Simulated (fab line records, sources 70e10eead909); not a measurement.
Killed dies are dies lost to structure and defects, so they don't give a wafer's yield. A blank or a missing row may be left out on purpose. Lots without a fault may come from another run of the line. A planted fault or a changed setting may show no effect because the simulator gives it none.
Which tool did it? | flow nand_harc | 15 lots, 45 wafers sampled, at 1 step of a route of 1302

WHAT THE GAUGES READ, wafer by wafer
NHARC_P_GATE_CD_MEAS_91: target cd 2000 nm.
lot  | measured     | on        | cd_nm (nm)
L177 | day 5 22:08  | cd_sem-01 | 2000.4 1996.9 2000.3
L180 | day 6 20:20  | cd_sem-01 | 2001.5 2001.5 2002.3
L182 | day 7 17:34  | cd_sem-03 | 1998.2 2003.7 2003.2
L181 | day 7 17:55  | cd_sem-03 | 2004.7 2000.7 2002.1
L183 | day 8 04:39  | cd_sem-01 | 2002.2 1998.7 1999.5
L186 | day 9 09:48  | cd_sem-02 | 2002.8 2001.0 2002.2
L190 | day 11 00:53 | cd_sem-01 | 2003.4 2005.0 2000.7
L191 | day 11 17:28 | cd_sem-03 | 1999.3 1999.5 1998.3
L192 | day 11 18:51 | cd_sem-03 | 1998.0 2000.4 1999.4
L193 | day 12 17:00 | cd_sem-03 | 2002.3 1999.5 2000.3
L194 | day 12 17:35 | cd_sem-02 | 2007.0 2000.4 1999.7
L195 | day 13 00:56 | cd_sem-02 | 2002.9 1999.7 2001.7
L196 | day 13 15:58 | cd_sem-03 | 2000.4 2001.5 1999.6
L197 | day 13 20:29 | cd_sem-02 | 2001.2 2000.0 2002.4
L200 | day 15 09:42 | cd_sem-02 | 1999.4 2004.2 2004.9

WHICH TOOL RAN EACH LOT (tool, then ch and the chambers of the sampled wafers, then the start)
The record holds no process step before these readings.

WHAT THE TOOLS THEMSELVES READ (means of the sampled wafers that have a number; where no wafer has one, the mark that the record gives instead)
The record holds no such reading with a usual standard deviation.

THE ANSWER, worked out from the rows above alone
Rule: what is usual is taken from the lots themselves. Put in order of their means at a reading, lots are off if they are a third of the lots or fewer, leave a main group of 4 or more, and stand apart from it by a gap of 3 or more times the standard deviation of the main group's means; of several such gaps the widest counts. A main group whose means are all the same, to the digits that the tables above print for the reading, isn't used. A lot without any number at a reading at which 4 lots or more have one is off too. The other lots that the step has rows for count as sound. The gauges are gone through in route order, then the tools' own readings, and for those a lot's mean is taken as printed above. The first step at which some lot is off is used, and at that step the reading that is off furthest; a lot without a number counts as furthest.
No lot is off at any reading shown: from this, nothing can be told.

WHAT THE SIMULATOR HAD PUT IN
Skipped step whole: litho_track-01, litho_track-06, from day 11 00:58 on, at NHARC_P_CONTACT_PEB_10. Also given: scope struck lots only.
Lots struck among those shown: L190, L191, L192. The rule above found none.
